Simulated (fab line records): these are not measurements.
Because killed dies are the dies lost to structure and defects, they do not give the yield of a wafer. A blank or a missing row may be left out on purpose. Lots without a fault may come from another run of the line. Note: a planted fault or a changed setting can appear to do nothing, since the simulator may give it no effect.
A struck lot beside a sound one | flow n5_finfet | 20 out of 1938 route steps
Sound: these wafers, L214.3, L214.6. The struck wafers were L206.1, L206.4, L206.5. The cause is given at the end.
Per side, at each step with rows, come the tool, then ch with its chambers, and then its first start. Under that, the readings that differ: sound wafers | struck wafers | difference of the means | sigmas: that difference in standard deviations of wafers without a fault.
alike: same words and numbers on both sides, and readings whose means sit less than 2 such deviations apart. not compared: any withheld reading, any reading some wafer has no value for, any bound like >300 that may hide the same value, and any number with overlapping values for which the record gives no deviation.
A row with sigmas, a row that says differs or no value, or rows on one side alone: a step with any of these is where the two part. Numbers that have no deviation but don't overlap get no sigmas and don't part them. Lack of a reading on every wafer of one side parts them only where that side has two or more wafers.

first, 10 steps without rows for these wafers: N5_BEOL_M0_SAQP_DESCUM_45 (chemistry O2, time 7 s); N5_BEOL_M0_SAQP_ETCH_88 (etches underlayer in N2/H2, target depth 6.5 nm, time 5.2 s); N5_BEOL_M0_SAQP_ETCH_73 (etches SiARC in CF4, target depth 19.5 nm, time 32.5 s); N5_BEOL_M0_SAQP_CUT_ETCH_46 (etches SOC in N2/H2, target depth 135 nm, overetch 27 nm, time 202.5 s); N5_BEOL_M0_SAQP_STRIP_74 (strips in N2/H2); N5_BEOL_M0_SAQP_STRIP_89 (strips in N2/H2); N5_BEOL_M0_SAQP_ALD_48 (deposits SiO2, target thk 20 nm, pulse time 1 s, co reactant pulse time 1 s); N5_BEOL_M0_SAQP_ETCH_49 (etches SiO2 in CF4/O2, target depth 37 nm); N5_BEOL_M0_SAQP_STRIP_75 (strips in CF4); N5_BEOL_M0_CUTY_COAT_50 (time 60 s, resist thk 15 nm).
N5_BEOL_M0_CUTY_COAT_51: resist thk 150 nm.
  sound on litho_track-01 ch 0, day 10 20:25; struck on litho_track-03 ch 0, day 8 20:21
  reading                                                 | sound         | struck               | difference | sigmas
  spin_speed_rpm (rpm)                                    | 1497.8 1500.2 | 1456.0 1457.3 1458.0 | -41.9      | -47
  model.CAR-ArF-block_of_BEOL_M0_CUTY_COAT_51.thk_nm (nm) | 150 150.2     | 152.8 152.6 152.6    | +2.6       |
then, 6 steps without rows for these wafers: N5_BEOL_M0_CUTY_EBR_52; N5_BEOL_M0_CUTY_SOFTBAKE_53 (time 60 s); N5_BEOL_M0_CUTY_EXPOSE_54 (exposes mask M0 ABLK); N5_BEOL_M0_CUTY_PEB_55 (peb time 60 s); N5_BEOL_M0_CUTY_DEVELOP_56 (develop time 30 s); N5_BEOL_M0_CUTY_DESCUM_61 (chemistry O2, time 7.9 s).
N5_BEOL_M0_CUTY_ETCH_62: etches SiARC in CF4, time 58.5 s.
  sound on rie_diel-06 ch 0,1, day 10 21:11; struck on rie_diel-03 ch 1,2,3, day 8 20:58
  reading                                                 | sound       | struck          | difference | sigmas
  showerhead_plenum_p_Torr (Torr)                         | 2.12 2.07   | 2.18 2.15 2.28  | +0.11      | +2
  model.CAR-ArF-block_of_BEOL_M0_CUTY_COAT_51.thk_nm (nm) | 118.4 118.4 | 121.2 120.8 121 | +2.6       |
  alike: drypump_motor_current_A, etch_rf_on_time_s, oes_product_au, rf_vpp_V, throttle_valve_pct
  not compared: rf_hours_counter_h
then, 1 step without rows for these wafers: N5_BEOL_M0_CUTY_ETCH_63 (etches SOC in N2/H2, target depth 82.7 nm, overetch 16.5 nm, time 124 s).
-- the record jumps here: 3 days lie between the struck wafers' starts before and after (it left off in module BEOL_M0_CUTY and takes up again in module BEOL_M4, whose first step shown is number 1111 of the route) --
N5_BEOL_M4_RC_MEAS_101:
  sound on prober-02 ch 0, day 13 17:32; struck on prober-02 ch 0, day 11 12:59
  alike: DIBL_N, DIBL_P, IOFF_N, IOFF_P, ION_N, ION_P, SS_N, SS_P, VT_N, VT_P

== WHERE THEY PART ==
Last at N5_BEOL_M0_CUTY_ETCH_62 as far as this record goes, first at N5_BEOL_M0_CUTY_COAT_51. Later steps at which nothing parts them and some readings are alike: N5_BEOL_M4_RC_MEAS_101.

WHY: what the simulator had put in
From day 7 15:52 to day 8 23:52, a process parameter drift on litho_track-03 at N5_BEOL_M0_CUTY_COAT_51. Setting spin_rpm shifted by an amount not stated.
